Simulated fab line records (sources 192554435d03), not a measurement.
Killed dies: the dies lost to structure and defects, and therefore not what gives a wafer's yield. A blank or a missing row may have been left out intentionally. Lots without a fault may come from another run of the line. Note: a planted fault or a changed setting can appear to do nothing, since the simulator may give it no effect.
Which tool did it? | flow n5-finfet | 24 lots with 72 wafers sampled at 6 steps, on a route of 1938 steps

WHAT THE GAUGES READ, wafer by wafer
N5_BEOL_M2_OVL_MEAS_12.
lot  | measured     | on         | M2_OVL (nm)
L074 | day 7 15:55  | overlay-02 | 0.1 0.3 0.2
L075 | day 7 20:21  | overlay-02 | -0.5 -0.8 -0.5
L076 | day 7 20:59  | overlay-01 | 0.7 0.5 -0.8
L077 | day 7 21:24  | overlay-02 | 0.3 0.4 -0.7
L078 | day 8 03:42  | overlay-01 | -1.0 0.4 0.8
L079 | day 8 04:39  | overlay-02 | -0.4 -0.4 -0.1
L080 | day 8 04:57  | overlay-01 | 0.7 0.1 0.2
L081 | day 8 08:01  | overlay-02 | 0.8 -0.4 0.1
L082 | day 8 10:28  | overlay-01 | 0.1 -0.7 -0.1
L083 | day 8 20:11  | overlay-02 | 0.5 0.5 0.3
L085 | day 9 21:18  | overlay-01 | -0.2 -0.3 0.1
L084 | day 9 22:15  | overlay-02 | -1.1 -0.3 -0.4
L086 | day 10 07:31 | overlay-01 | 0.0 -0.1 0.4
L087 | day 10 08:28 | overlay-01 | -0.4 0.1 -0.9
L088 | day 10 10:21 | overlay-02 | -0.9 -0.2 -1.1
L089 | day 10 13:50 | overlay-01 | -0.3 -0.7 -0.2
L090 | day 10 20:04 | overlay-01 | -0.6 0.1 -0.7
L091 | day 10 20:47 | overlay-01 | -0.6 -0.3 0.0
L092 | day 11 02:26 | overlay-01 | -0.6 -0.9 -0.3
L093 | day 11 07:35 | overlay-02 | -0.7 0.4 -0.7
L094 | day 11 23:19 | overlay-02 | 0.2 0.5 0.3
L095 | day 12 09:21 | overlay-01 | 0.5 0.4 0.9
L097 | day 12 16:13 | overlay-02 | -0.8 -0.9 -0.9
L096 | day 12 23:08 | overlay-01 | -0.1 0.0 -0.3

N5_BEOL_M2_INSPECT_30: inspects for defects (brightfield).
lot  | measured     | on                | raw-defect-count
L074 | day 7 16:58  | defect-inspect-01 | 446 449 416
L075 | day 7 21:17  | defect-inspect-02 | 459 337 701
L076 | day 7 21:55  | defect-inspect-02 | 539 529 398
L077 | day 7 22:27  | defect-inspect-02 | 311 327 414
L078 | day 8 05:49  | defect-inspect-02 | 365 358 383
L079 | day 8 06:05  | defect-inspect-02 | 571 311 374
L080 | day 8 06:16  | defect-inspect-01 | 306 357 432
L081 | day 8 09:04  | defect-inspect-02 | 477 387 400
L082 | day 8 11:26  | defect-inspect-02 | 463 447 365
L083 | day 8 21:11  | defect-inspect-02 | 242 336 244
L085 | day 9 22:39  | defect-inspect-02 | 428 470 387
L084 | day 9 23:11  | defect-inspect-01 | 325 440 350
L086 | day 10 08:28 | defect-inspect-02 | 446 502 538
L087 | day 10 09:23 | defect-inspect-01 | 490 482 696
L088 | day 10 11:20 | defect-inspect-01 | 457 348 341
L089 | day 10 15:06 | defect-inspect-01 | 418 380 279
L090 | day 10 20:59 | defect-inspect-02 | 582 524 410
L091 | day 10 21:44 | defect-inspect-02 | 359 453 448
L092 | day 11 04:09 | defect-inspect-02 | 439 569 597
L093 | day 11 08:32 | defect-inspect-02 | 487 383 352
L094 | day 12 00:39 | defect-inspect-01 | 357 257 324
L095 | day 12 10:29 | defect-inspect-01 | 364 550 460
L097 | day 12 17:16 | defect-inspect-01 | 312 293 307
L096 | day 13 00:11 | defect-inspect-02 | 406 429 399

TOOL THAT RAN EACH LOT (tool first, then ch and the chambers of the sampled wafers, then the start)
lot  | N5_BEOL_M1_ETCHBACK_99             | N5_BEOL_M1_PRE_CLEAN_45      | N5_BEOL_M1_DEP_57               | N5_BEOL_M2_STRIP_19
L074 | rie-diel-02 ch 1,2, day 7 09:43    | pvd-sputter-01, day 7 10:52  | pecvd-02 ch 0,2, day 7 14:26    | rie-diel-05 ch 0,1, day 7 16:22
L075 | rie-diel-02 ch 0,1,2, day 7 13:55  | pvd-sputter-03, day 7 14:55  | pecvd-02 ch 0,1,2, day 7 18:25  | rie-diel-01 ch 1,2,3, day 7 20:48
L076 | rie-diel-04 ch 0,1, day 7 13:57    | pvd-sputter-01, day 7 14:57  | pecvd-02 ch 0,1, day 7 20:02    | rie-diel-05 ch 1,2,3, day 7 21:26
L077 | rie-diel-03 ch 0,2,3, day 7 14:08  | pvd-sputter-03, day 7 15:01  | pecvd-02 ch 0,1,2, day 7 20:17  | rie-diel-01 ch 0,1,2, day 7 21:50
L078 | rie-diel-03 ch 0,2, day 7 20:27    | pvd-sputter-01, day 7 21:13  | pecvd-02 ch 0,1,2, day 8 00:34  | rie-diel-06 ch 0,1,2, day 8 05:13
L079 | rie-diel-02 ch 1,2,3, day 7 23:15  | pvd-sputter-01, day 8 00:13  | pecvd-01 ch 1,2, day 8 03:35    | rie-diel-05 ch 0,1,3, day 8 05:28
L080 | rie-diel-03 ch 0,2,3, day 7 23:17  | pvd-sputter-03, day 8 00:17  | pecvd-02 ch 0,1,2, day 8 03:46  | rie-diel-05 ch 0,3, day 8 05:31
L081 | rie-diel-04 ch 0,3, day 8 02:39    | pvd-sputter-01, day 8 03:37  | pecvd-02 ch 0,1, day 8 07:05    | rie-diel-06 ch 1,2, day 8 08:28
L082 | rie-diel-04 ch 0,1,3, day 8 03:49  | pvd-sputter-01, day 8 04:40  | pecvd-01 ch 0,1,2, day 8 08:04  | rie-diel-06 ch 0,1, day 8 10:58
L083 | rie-diel-03 ch 1,2,3, day 8 14:49  | pvd-sputter-02, day 8 15:44  | pecvd-01 ch 0,1,2, day 8 19:06  | rie-diel-05 ch 1,2,3, day 8 20:42
L085 | rie-diel-02 ch 2,3, day 9 13:30    | pvd-sputter-03, day 9 14:31  | pecvd-01 ch 0, day 9 18:19      | rie-diel-05 ch 1,2, day 9 22:10
L084 | rie-diel-02 ch 2,3, day 9 16:50    | pvd-sputter-02, day 9 17:59  | pecvd-04 ch 0,2, day 9 21:32    | rie-diel-01 ch 1,3, day 9 22:42
L086 | rie-diel-02 ch 2,3, day 9 22:01    | pvd-sputter-02, day 9 23:09  | pecvd-01 ch 0,1, day 10 05:40   | rie-diel-06 ch 0,1,2, day 10 08:00
L087 | rie-diel-02 ch 0,1,3, day 10 02:47 | pvd-sputter-03, day 10 03:40 | pecvd-02 ch 0,1,2, day 10 07:10 | rie-diel-06 ch 0,2,3, day 10 08:55
L088 | rie-diel-04 ch 1,2,3, day 10 02:51 | pvd-sputter-02, day 10 03:46 | pecvd-02 ch 1,2, day 10 07:25   | rie-diel-05 ch 1,2,3, day 10 10:52
L089 | rie-diel-02 ch 0,1,3, day 10 06:23 | pvd-sputter-02, day 10 07:22 | pecvd-01 ch 0,1, day 10 12:02   | rie-diel-01 ch 0,1,2, day 10 14:29
L090 | rie-diel-04 ch 0,1,3, day 10 12:56 | pvd-sputter-03, day 10 13:55 | pecvd-02 ch 1,2, day 10 17:34   | rie-diel-05 ch 0,1,3, day 10 20:31
L091 | rie-diel-04 ch 0,1,2, day 10 13:18 | pvd-sputter-01, day 10 14:24 | pecvd-01 ch 0,1,2, day 10 18:58 | rie-diel-06 ch 0,1,2, day 10 21:16
L092 | rie-diel-03 ch 1,2, day 10 21:26   | pvd-sputter-01, day 10 22:14 | pecvd-04 ch 0,2, day 11 01:43   | rie-diel-05 ch 0,2, day 11 03:41
L093 | rie-diel-02 ch 0,2, day 11 00:50   | pvd-sputter-01, day 11 01:39 | pecvd-04 ch 0,1,2, day 11 06:41 | rie-diel-05 ch 0,3, day 11 08:03
L094 | rie-diel-04 ch 0,2,3, day 11 14:13 | pvd-sputter-03, day 11 15:14 | pecvd-02 ch 1,2, day 11 18:44   | rie-diel-05 ch 1,2,3, day 12 00:10
L095 | rie-diel-04 ch 0,1,3, day 12 01:57 | pvd-sputter-02, day 12 02:38 | pecvd-02 ch 1,2, day 12 06:08   | rie-diel-06 ch 0,3, day 12 10:00
L097 | rie-diel-03 ch 1,3, day 12 09:28   | pvd-sputter-01, day 12 10:44 | pecvd-02 ch 0,1, day 12 14:20   | rie-diel-06 ch 1,2, day 12 16:40
L096 | rie-diel-03 ch 2,3, day 12 16:47   | pvd-sputter-02, day 12 18:14 | pecvd-04 ch 0,1, day 12 21:50   | rie-diel-06 ch 0,2, day 12 23:35
- N5_BEOL_M1_ETCHBACK_99: etches SiO2 in CHF3, target depth 5 nm, time 10.4 s.
- N5_BEOL_M1_PRE_CLEAN_45: time 30 s.
- N5_BEOL_M1_DEP_57: deposits SiCN from 3MS/NH3, target thk 8 nm, time 14 s.
- N5_BEOL_M2_STRIP_19: strips in O2.

WHAT THE TOOLS THEMSELVES READ (means of the sampled wafers that have a number; where no wafer has one, the mark that the record gives instead)
N5_BEOL_M1_ETCHBACK_99.
lot  | tool        | drypump-motor-current-A (A) | oes_f_703_au (a.u.) | oes-product-au (a.u.) | rf-vpp-V (V) | showerhead-plenum-p-Torr (Torr) | throttle-valve-pct (%)
L074 | rie-diel-02 | 5.6                         | 0.76                | 0.77                  | 242          | 2.13                            | 16.93
L075 | rie-diel-02 | 5.3                         | 0.79                | 0.81                  | 238          | 2.08                            | 16.97
L076 | rie-diel-04 | 6.3                         | 0.80                | 0.80                  | 241          | 2.07                            | 17.13
L077 | rie-diel-03 | 5.8                         | 0.81                | 0.81                  | 238          | 2.20                            | 17.21
L078 | rie-diel-03 | 5.5                         | 0.77                | 0.77                  | 241          | 2.16                            | 17.31
L079 | rie-diel-02 | 5.5                         | 0.76                | 0.78                  | 244          | 2.13                            | 16.94
L080 | rie-diel-03 | 5.8                         | 0.80                | 0.80                  | 237          | 2.20                            | 17.22
L081 | rie-diel-04 | 6.2                         | 0.91                | 0.92                  | 241          | 2.08                            | 17.02
L082 | rie-diel-04 | 6.2                         | 0.86                | 0.85                  | 240          | 2.10                            | 17.04
L083 | rie-diel-03 | 5.9                         | 0.89                | 0.88                  | 236          | 2.22                            | 17.03
L085 | rie-diel-02 | 5.6                         | 0.69                | 0.70                  | 246          | 2.13                            | 17.09
L084 | rie-diel-02 | 5.7                         | 0.69                | 0.70                  | 246          | 2.13                            | 17.08
L086 | rie-diel-02 | 5.7                         | 0.69                | 0.69                  | 245          | 2.13                            | 17.09
L087 | rie-diel-02 | 5.2                         | 0.78                | 0.79                  | 240          | 2.08                            | 17.01
L088 | rie-diel-04 | 5.9                         | 0.88                | 0.89                  | 238          | 2.16                            | 16.97
L089 | rie-diel-02 | 5.2                         | 0.78                | 0.79                  | 240          | 2.08                            | 17.02
L090 | rie-diel-04 | 6.2                         | 0.83                | 0.82                  | 240          | 2.09                            | 17.08
L091 | rie-diel-04 | 6.0                         | 0.82                | 0.83                  | 239          | 2.12                            | 17.05
L092 | rie-diel-03 | 5.7                         | 0.85                | 0.87                  | 235          | 2.18                            | 17.00
L093 | rie-diel-02 | 5.5                         | 0.70                | 0.71                  | 241          | 2.08                            | 17.15
L094 | rie-diel-04 | 5.9                         | 0.85                | 0.85                  | 239          | 2.10                            | 17.05
L095 | rie-diel-04 | 6.2                         | 0.82                | 0.81                  | 240          | 2.09                            | 17.09
L097 | rie-diel-03 | 6.0                         | 0.88                | 0.87                  | 233          | 2.23                            | 17.05
L096 | rie-diel-03 | 5.9                         | 0.81                | 0.80                  | 236          | 2.20                            | 17.11

N5_BEOL_M1_PRE_CLEAN_45.
lot  | tool           | heater-power-w (W)
L074 | pvd-sputter-01 | 325
L075 | pvd-sputter-03 | 321
L076 | pvd-sputter-01 | 318
L077 | pvd-sputter-03 | 315
L078 | pvd-sputter-01 | 338
L079 | pvd-sputter-01 | 316
L080 | pvd-sputter-03 | 307
L081 | pvd-sputter-01 | 316
L082 | pvd-sputter-01 | 318
L083 | pvd-sputter-02 | 328
L085 | pvd-sputter-03 | 323
L084 | pvd-sputter-02 | 323
L086 | pvd-sputter-02 | 306
L087 | pvd-sputter-03 | 329
L088 | pvd-sputter-02 | 318
L089 | pvd-sputter-02 | 286
L090 | pvd-sputter-03 | 330
L091 | pvd-sputter-01 | 325
L092 | pvd-sputter-01 | 326
L093 | pvd-sputter-01 | 300
L094 | pvd-sputter-03 | 316
L095 | pvd-sputter-02 | 298
L097 | pvd-sputter-01 | 313
L096 | pvd-sputter-02 | 330

N5_BEOL_M1_DEP_57.
lot  | tool     | showerhead-plenum-p-Torr (Torr) | throttle-valve-pct (%)
L074 | pecvd-02 | 3.658                           | 8.7
L075 | pecvd-02 | 3.668                           | 8.9
L076 | pecvd-02 | 3.660                           | 9.0
L077 | pecvd-02 | 3.667                           | 8.7
L078 | pecvd-02 | 3.666                           | 8.8
L079 | pecvd-01 | 3.650                           | 9.3
L080 | pecvd-02 | 3.663                           | 8.7
L081 | pecvd-02 | 3.663                           | 8.9
L082 | pecvd-01 | 3.651                           | 9.2
L083 | pecvd-01 | 3.652                           | 9.3
L085 | pecvd-01 | 3.663                           | 8.7
L084 | pecvd-04 | 3.664                           | 8.9
L086 | pecvd-01 | 3.643                           | 9.4
L087 | pecvd-02 | 3.665                           | 8.6
L088 | pecvd-02 | 3.670                           | 8.9
L089 | pecvd-01 | 3.656                           | 9.1
L090 | pecvd-02 | 3.672                           | 8.9
L091 | pecvd-01 | 3.643                           | 9.0
L092 | pecvd-04 | 3.672                           | 8.9
L093 | pecvd-04 | 3.673                           | 8.8
L094 | pecvd-02 | 3.676                           | 9.2
L095 | pecvd-02 | 3.671                           | 9.0
L097 | pecvd-02 | 3.668                           | 8.9
L096 | pecvd-04 | 3.676                           | 9.1

N5_BEOL_M2_STRIP_19.
lot  | tool        | drypump-motor-current-A (A) | oes-product-au (a.u.) | rf-vpp-V (V) | showerhead-plenum-p-Torr (Torr) | throttle-valve-pct (%)
L074 | rie-diel-05 | 5.8                         | 0.85                  | 3.5          | 2.09                            | 16.43
L075 | rie-diel-01 | 5.5                         | 0.83                  | 3.2          | 2.15                            | 16.70
L076 | rie-diel-05 | 6.0                         | 0.82                  | 3.6          | 2.08                            | 16.75
L077 | rie-diel-01 | 5.5                         | 0.88                  | 3.7          | 2.14                            | 16.58
L078 | rie-diel-06 | 5.6                         | 0.78                  | 3.8          | 2.10                            | 16.66
L079 | rie-diel-05 | 6.0                         | 0.80                  | 3.7          | 2.10                            | 16.60
L080 | rie-diel-05 | 6.0                         | 0.76                  | 3.6          | 2.13                            | 16.49
L081 | rie-diel-06 | 5.6                         | 0.81                  | 4.2          | 2.14                            | 16.54
L082 | rie-diel-06 | 5.9                         | 0.72                  | 3.6          | 2.02                            | 16.72
L083 | rie-diel-05 | 6.0                         | 0.81                  | 3.6          | 2.07                            | 16.75
L085 | rie-diel-05 | 5.8                         | 0.86                  | 3.6          | 2.04                            | 16.76
L084 | rie-diel-01 | 5.8                         | 0.73                  | 3.6          | 2.15                            | 16.88
L086 | rie-diel-06 | 5.6                         | 0.75                  | 3.7          | 2.09                            | 16.70
L087 | rie-diel-06 | 5.2                         | 0.83                  | 3.5          | 2.16                            | 16.66
L088 | rie-diel-05 | 6.0                         | 0.88                  | 3.6          | 2.07                            | 16.64
L089 | rie-diel-01 | 5.5                         | 0.84                  | 3.5          | 2.14                            | 16.63
L090 | rie-diel-05 | 6.0                         | 0.85                  | 3.6          | 2.09                            | 16.49
L091 | rie-diel-06 | 5.6                         | 0.75                  | 3.9          | 2.09                            | 16.71
L092 | rie-diel-05 | 5.8                         | 0.82                  | 3.8          | 2.07                            | 16.68
L093 | rie-diel-05 | 5.9                         | 0.82                  | 3.7          | 2.12                            | 16.40
L094 | rie-diel-05 | 5.9                         | 0.87                  | 3.3          | 2.07                            | 16.66
L095 | rie-diel-06 | 5.2                         | 0.78                  | 3.4          | 2.11                            | 16.82
L097 | rie-diel-06 | 5.8                         | 0.72                  | 3.6          | 2.04                            | 16.68
L096 | rie-diel-06 | 5.3                         | 0.78                  | 3.6          | 2.17                            | 16.67

THE ANSWER, worked out from the rows above alone
Rule: what is usual is taken from the lots themselves. The widest of any qualifying gaps counts: lots, ordered by their means at a reading, are off when they make up no more than a third of the lots, leave a main group of 4 or more, and stand apart from it by 3 or more times the standard deviation of that group's means. A main group whose means are all the same, to the digits that the tables above print for the reading, isn't used. A lot without any number at a reading at which 4 lots or more have one is off too. All remaining lots with rows at the step are treated as sound. The gauges are gone through in route order, then the tools' own readings, and for those a lot's mean is taken as printed above. At the first step where some lot is off, the reading lying furthest off is the one used; lots without a number count as furthest.
Nothing can be told from this: no lot is off at any reading shown.

WHAT WAS PUT IN BY THE SIMULATOR
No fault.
